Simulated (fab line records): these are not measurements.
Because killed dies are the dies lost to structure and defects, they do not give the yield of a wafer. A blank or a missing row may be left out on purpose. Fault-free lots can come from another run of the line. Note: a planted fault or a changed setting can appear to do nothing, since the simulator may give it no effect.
Split-lot experiment + flow n5Finfet + on a route of 1938 steps: 7 lots, 21 wafers read

## THE SPLIT
At N5_BEOL_M10_ETCH_62 (etches SOC in N2/H2, target depth 110 nm, overetch 22 nm, time 165 s), the setting timeS was moved away from the recipe's 165 s on 6 of the 21 wafers read, by -21.5% to +22.0%. For the rest of the wafers, this setting stayed at what the recipe calls for.

The split's own step is where the reading is taken.

## THE READING
SiARC_of_BEOL_M10_COAT_60.thkNm (the simulator's own value, which no gauge read), in nm, at N5_BEOL_M10_ETCH_62 (etches SOC in N2/H2, target depth 110 nm, overetch 22 nm, time 165 s). There is no usual value for it anywhere in the file. The 15 wafers here that ran the recipe average 23.4 nm, standard deviation 0.13 nm.

| wafer  | tool, chamber at the split | timeS as run, s | against the recipe | SiARC_of_BEOL_M10_COAT_60.thkNm, nm | against lot-mates on the recipe |
|--------|----------------------------|-----------------|--------------------|-------------------------------------|---------------------------------|
| L075.1 | rieDiel-06, 0              | 129.5           | -21.5%             | 24.8                                | +1.4                            |
| L075.4 | rieDiel-06, 3              | 129.5           | -21.5%             | 25                                  | +1.6                            |
| L075.6 | rieDiel-06, 0              | 165             | recipe             | 23.4                                | -                               |
| L079.1 | rieDiel-01, 0              | 165             | recipe             | 23.4                                | -                               |
| L079.2 | rieDiel-01, 2              | 165             | recipe             | 23.6                                | -                               |
| L079.5 | rieDiel-01, 2              | 165             | recipe             | 23.6                                | -                               |
| L084.3 | rieDiel-02, 2,0,3          | 165             | recipe             | 23.6                                | -                               |
| L084.4 | rieDiel-02, 2,0,3          | 165             | recipe             | 23.6                                | -                               |
| L084.6 | rieDiel-02, 2,0,3          | 165             | recipe             | 23.6                                | -                               |
| L085.2 | rieDiel-01, 1              | 165             | recipe             | 23.4                                | -                               |
| L085.5 | rieDiel-01, 0              | 201.3           | +22.0%             | 21.8                                | -1.6                            |
| L085.6 | rieDiel-01, 3              | 201.3           | +22.0%             | 22                                  | -1.4                            |
| L086.2 | rieDiel-01, 1              | 184.3           | +11.7%             | 22.6                                | -0.8                            |
| L086.3 | rieDiel-01, 2              | 165             | recipe             | 23.4                                | -                               |
| L086.5 | rieDiel-01, 2              | 165             | recipe             | 23.4                                | -                               |
| L088.2 | rieDiel-01, 3              | 165             | recipe             | 23.4                                | -                               |
| L088.3 | rieDiel-01, 2              | 176.4           | +6.9%              | 22.8                                | -0.5                            |
| L088.4 | rieDiel-01, 0              | 165             | recipe             | 23.2                                | -                               |
| L090.2 | rieDiel-01, 1,2            | 165             | recipe             | 23.4                                | -                               |
| L090.4 | rieDiel-01, 1,2            | 165             | recipe             | 23.4                                | -                               |
| L090.6 | rieDiel-01, 0              | 165             | recipe             | 23.2                                | -                               |
When a row names more than one chamber, that row covers several wafers, and the file does not tell which wafer ran in which chamber.

THE FIT
A straight line over all 21 wafers: SiARC_of_BEOL_M10_COAT_60.thkNm changes by -0.0696 nm for each +1% of timeS; r = -0.98; the points scatter about the line by 0.13 nm.
The same after taking each lot's own level away (the mean of its wafers on the recipe; 21 wafers): -0.069 nm for each +1%; r = -0.99; scatter 0.078 nm.
On that fit, the largest move of timeS shifts the reading by 1.5 nm.
The lots' own levels span 23.30 to 23.60 nm, that is 2.3 times the standard deviation above.
Hence the lot-to-lot level has little effect on the slope; both slopes agree.
Check: with one of the wafers moved furthest among these (+22.0%) left out of the fit, the line predicts -1.49 nm for it against its lot-mates. It came out at -1.6 nm against them.

## FURTHER SPLITS ON THESE WAFERS
Before the reading, these wafers also passed through other splits. Each is held against what the fit with the lots' levels taken away leaves over:
| other split on the same wafers  | wafers away from the commonest value | r with SiARC_of_BEOL_M10_COAT_60.thkNm (lot level and that fit taken away) |
|---------------------------------|--------------------------------------|----------------------------------------------------------------------------|
| N5_BEOL_M5_VIA_ETCH_34 biasW    | 8                                    | +0.07                                                                      |
| N5_BEOL_M5_TRENCH_ETCH_37 biasW | 7                                    | +0.14                                                                      |
| N5_BEOL_M7_COAT_05 spinRpm      | 6                                    | -0.03                                                                      |
| N5_BEOL_M7_EXPOSE_25 doseMj     | 10                                   | -0.02                                                                      |
| N5_BEOL_M7_VIA_ETCH_34 sourceW  | 10                                   | -0.06                                                                      |
| N5_BEOL_M9_ETCH_65 biasW        | 9                                    | +0.20                                                                      |
| N5_BEOL_M9_TRENCH_ETCH_37 biasW | 10                                   | -0.09                                                                      |

## THE WHOLE CHAIN: every reading that the file lists as answering this split, in the file's order
| step                   | what it does                                                         | reading                                                                          | change (the file's fit)                                                             | r (the file's) |
|------------------------|----------------------------------------------------------------------|----------------------------------------------------------------------------------|-------------------------------------------------------------------------------------|----------------|
| N5_BEOL_M10_ETCH_62    | etches SOC in N2/H2, target depth 110 nm, overetch 22 nm, time 165 s | SiARC_of_BEOL_M10_COAT_60.thkNm (the simulator's own value, which no gauge read) | -0.069 nm for each +1% of the setting                                               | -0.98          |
| N5_BEOL_M10_HM_OPEN_17 | chemistry Cl2/BCl3, target TiN, target depth 20 nm, overetch 6 nm    | etch.depthNm (the simulator's own value, which no gauge read)                    | not straight: 19.85 at the lowest setting, 20.01 at the recipe, 16.5 at the highest | not given      |

## THE FILE'S OWN FIT
SiARC_of_BEOL_M10_COAT_60.thkNm changes by -0.069 nm for each +1% of timeS, r = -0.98.
